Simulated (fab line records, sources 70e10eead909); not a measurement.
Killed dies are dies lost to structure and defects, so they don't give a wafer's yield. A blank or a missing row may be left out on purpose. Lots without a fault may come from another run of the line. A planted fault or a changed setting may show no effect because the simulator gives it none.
Chamber matching | flow nand_harc | NHARC_A_BONDPAD_DESCUM_11 on rie_diel-13: 4 sister chambers
The step chemistry O2, time 3 s. 8 wafers are shown with their chamber, then 10 later ones without.

WAFERS WITH THEIR CHAMBER
wafer  | chamber | showerhead_plenum_p_Torr (Torr) | oes_product_au (a.u.)
L264.2 | 2       | 1.96                            | 1.006
L264.4 | 2       | 1.95                            | 1.003
L268.6 | 1       | 1.98                            | 0.999
L269.2 | 3       | 2.04                            | 1.012
L269.5 | 1       | 1.98                            | 1.011
L269.6 | 0       | 1.93                            | 1.006
L270.1 | 3       | 2.04                            | 1.034
L270.3 | 0       | 1.93                            | 1.018

WAFERS WITHOUT THEIR CHAMBER
wafer  | showerhead_plenum_p_Torr (Torr) | oes_product_au (a.u.)
L270.4 | 1.98                            | 1.013
L267.2 | 1.95                            | 1.006
L267.5 | 1.95                            | 0.993
L267.6 | 2.04                            | 1.028
L273.4 | 1.98                            | 0.999
L273.5 | 2.04                            | 1.004
L273.6 | 1.93                            | 1.007
L283.1 | 1.95                            | 1.010
L283.3 | 1.93                            | 1.015
L283.4 | 2.04                            | 1.003

WHICH CHAMBER EACH WENT THROUGH
wafer  | from the rows above | in truth
L270.4 | 1                   | 1
L267.2 | 2                   | 2
L267.5 | 2                   | 2
L267.6 | 3                   | 3
L273.4 | 1                   | 1
L273.5 | 3                   | 3
L273.6 | 0                   | 0
L283.1 | 2                   | 2
L283.3 | 0                   | 0
L283.4 | 3                   | 3
Placed correctly: 10 of 10. Can't be placed from these rows: 0. Placed wrongly: 0.
How it was worked out, from the rows above alone: a wafer's distance from a chamber is the root of the sum, over the readings, of the square of ((its reading less the chamber's mean) divided by the reading's scatter). The wafer belongs to the nearest chamber; if the next one is less than 2 further off, it can't be placed. A chamber's mean is the mean of its shown wafers. The scatter: the root of (the sum of the squares of (reading less its chamber's mean) over the shown wafers, divided by (wafers less chambers)).
